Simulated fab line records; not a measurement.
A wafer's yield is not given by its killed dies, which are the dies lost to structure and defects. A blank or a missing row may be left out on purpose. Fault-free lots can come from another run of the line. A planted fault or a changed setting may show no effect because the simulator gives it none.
Lot-split experiment + flow n5-finfet + route with 1938 steps; 7 lots, 21 wafers read

== THE SPLIT ITSELF ==
At N5_SD_EPI_P_EXPOSE_06 (exposes mask SD P BLK, target cd 240 nm), the setting dose-mj was moved away from the recipe's 39.5 on 7 of the 21 wafers read, by -6.6% to +2.9%. This setting was run at the recipe's value on the other wafers.

== FROM THE SPLIT TO THE READING: what the file shows between them, 2 steps ==
- N5_SD_EPI_P_PEB_07: peb time 60 s
- N5_SD_EPI_P_DEVELOP_08: develop time 30 s

== THE READING ==
At N5_SD_EPI_P_CD_MEAS_09: cd-nm in nanometres, against a target cd of 240 nm. Typical for fault-free wafers on this fab line: 239.8 nm, with standard deviation 0.93 nm.

| wafer  | tool, chamber at the split | dose-mj as run | against the recipe | cd-nm, nm | against lot-mates on the recipe |
|--------|----------------------------|----------------|--------------------|-----------|---------------------------------|
| L074.1 | arfi-scanner-01, 0         | 37.5           | -5.1%              | 234.3     | -3.5                            |
| L074.2 | arfi-scanner-01, 0         | 39.5           | recipe             | 237.8     | -                               |
| L074.5 | arfi-scanner-01, 0         | 37.5           | -5.1%              | 235.9     | -1.9                            |
| L081.1 | arfi-scanner-01, 0         | 39.5           | recipe             | 238.7     | -                               |
| L081.5 | arfi-scanner-01, 0         | 39.5           | recipe             | 239.6     | -                               |
| L081.6 | arfi-scanner-01, 0         | 39.5           | recipe             | 239.7     | -                               |
| L089.3 | arfi-scanner-03, 0         | 39.5           | recipe             | 240.3     | -                               |
| L089.5 | arfi-scanner-03, 0         | 39.5           | recipe             | 239.2     | -                               |
| L089.6 | arfi-scanner-03, 0         | 39.5           | recipe             | 240.0     | -                               |
| L090.1 | arfi-scanner-01, 0         | 36.88          | -6.6%              | 236.4     | -3.5                            |
| L090.2 | arfi-scanner-01, 0         | 39.5           | recipe             | 239.1     | -                               |
| L090.4 | arfi-scanner-01, 0         | 39.5           | recipe             | 240.7     | -                               |
| L091.2 | arfi-scanner-01, 0         | 39.5           | recipe             | 241.2     | -                               |
| L091.3 | arfi-scanner-01, 0         | 40.66          | +2.9%              | 241.9     | +0.8                            |
| L091.4 | arfi-scanner-01, 0         | 39.5           | recipe             | 240.9     | -                               |
| L093.1 | arfi-scanner-01, 0         | 40.59          | +2.8%              | 242.1     | +1.9                            |
| L093.3 | arfi-scanner-01, 0         | 39.5           | recipe             | 240.2     | -                               |
| L093.4 | arfi-scanner-01, 0         | 40.59          | +2.8%              | 242.3     | +2.1                            |
| L096.2 | arfi-scanner-03, 0         | 39.5           | recipe             | 240.6     | -                               |
| L096.3 | arfi-scanner-03, 0         | 39.5           | recipe             | 238.8     | -                               |
| L096.5 | arfi-scanner-03, 0         | 37.95          | -3.9%              | 237.9     | -1.8                            |

THE FIT
A straight line over all 21 wafers: cd-nm changes by +0.724 nm for each +1% of dose-mj; r = +0.88; the points scatter about the line by 0.99 nm.
The same after taking each lot's own level away (the mean of its wafers on the recipe; 21 wafers): +0.532 nm for each +1%; r = +0.92; scatter 0.59 nm.
According to that fit, moving dose-mj by its largest amount changes the reading by 3.5 nm.
The span of the lots' own levels, 237.80 to 241.05 nm, comes to 3.5 times the standard deviation stated above.
So the slope is not independent of the lot-to-lot level: the two fits are not the same.
Check: with one of the wafers moved furthest among these (-6.6%) left out of the fit, the line predicts -3.49 nm for it against its lot-mates. Against them it came out at -3.5 nm.

== THESE WAFERS: OTHER SPLITS ==
Before the reading, these wafers also passed through other splits. Each is held against what the fit with the lots' levels taken away leaves over:
| other split on the same wafers        | wafers away from the commonest value | r with cd-nm (lot level and that fit taken away) |
|---------------------------------------|--------------------------------------|--------------------------------------------------|
| N5_WELL_APT_COAT_02 spin-rpm          | 7                                    | +0.24                                            |
| N5_WELL_APT_DESCUM_13 time-s          | 8                                    | +0.11                                            |
| N5_FIN_SAQP_PECVD_47 time-s           | 5                                    | +0.17                                            |
| N5_FIN_SAQP_DEVELOP_15 develop-time-s | 7                                    | -0.06                                            |
| N5_FIN_CUT_COAT_02 spin-rpm           | 4                                    | -0.28                                            |
| N5_DUMMY_GATE_COAT_28 spin-rpm        | 9                                    | -0.61                                            |
| N5_SD_EPI_N_EPI_21 epi-growth-time-s  | 4                                    | -0.27                                            |

== THE WHOLE CHAIN: every reading that the file lists as answering this split, in the file's order ==
| step                   | what it does             | reading                                                         | change (the file's fit)               | r (the file's) |
|------------------------|--------------------------|-----------------------------------------------------------------|---------------------------------------|----------------|
| N5_SD_EPI_P_CD_MEAS_09 | target cd 240 nm         | cd-nm                                                           | +0.512 nm for each +1% of the setting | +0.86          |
| N5_SD_EPI_P_DESCUM_14  | chemistry O2, time 7.9 s | SD_EPI_P.cd-nm (the simulator's own value, which no gauge read) | +0.581 nm for each +1% of the setting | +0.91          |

== THE FILE'S OWN FIT ==
cd-nm changes by +0.512 nm for each +1% of dose-mj, r = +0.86.
